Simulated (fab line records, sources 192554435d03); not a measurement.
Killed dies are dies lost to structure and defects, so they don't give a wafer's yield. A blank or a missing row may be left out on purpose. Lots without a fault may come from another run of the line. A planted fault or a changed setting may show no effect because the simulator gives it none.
Chamber matching | flow n5_finfet | N5_BEOL_M3_DEP_57 on pecvd-04: 3 sister chambers
The step deposits SiCN from 3MS/NH3, target thk 8 nm, time 14 s. 6 wafers are shown with their chamber, then 12 later ones without.

WAFERS WITH THEIR CHAMBER
wafer  | chamber | showerhead_plenum_p_Torr (Torr) | throttle_valve_pct (%)
L087.1 | 2       | 3.675                           | 8.6
L087.2 | 0       | 3.687                           | 9.2
L087.3 | 1       | 3.639                           | 8.8
L087.4 | 1       | 3.637                           | 8.6
L087.5 | 0       | 3.690                           | 9.3
L087.6 | 2       | 3.666                           | 8.9

WAFERS WITHOUT THEIR CHAMBER
wafer  | showerhead_plenum_p_Torr (Torr) | throttle_valve_pct (%)
L089.1 | 3.678                           | 9.2
L089.2 | 3.651                           | 8.4
L089.3 | 3.677                           | 8.7
L089.4 | 3.691                           | 9.1
L089.5 | 3.638                           | 8.6
L089.6 | 3.683                           | 8.9
L090.1 | 3.686                           | 9.4
L090.2 | 3.641                           | 8.8
L090.6 | 3.690                           | 9.3
L097.2 | 3.671                           | 8.7
L097.3 | 3.643                           | 8.8
L097.6 | 3.642                           | 8.8

WHICH CHAMBER EACH WENT THROUGH
wafer  | from the rows above     | in truth
L089.1 | can't be placed: 0 or 2 | 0
L089.2 | can't be placed: 1 or 2 | 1
L089.3 | 2                       | 2
L089.4 | 0                       | 0
L089.5 | 1                       | 1
L089.6 | can't be placed: 0 or 2 | 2
L090.1 | 0                       | 0
L090.2 | 1                       | 1
L090.6 | 0                       | 0
L097.2 | 2                       | 2
L097.3 | 1                       | 1
L097.6 | 1                       | 1
Placed correctly: 9 of 12. Can't be placed from these rows: 3 (the true chamber is among the candidates in 3). Placed wrongly: 0.
How it was worked out, from the rows above alone: a wafer's distance from a chamber is the root of the sum, over the readings, of the square of ((its reading less the chamber's mean) divided by the reading's scatter). The wafer belongs to the nearest chamber; if the next one is less than 2 further off, it can't be placed. A chamber's mean is the mean of its shown wafers. The scatter: the root of (the sum of the squares of (reading less its chamber's mean) over the shown wafers, divided by (wafers less chambers)).
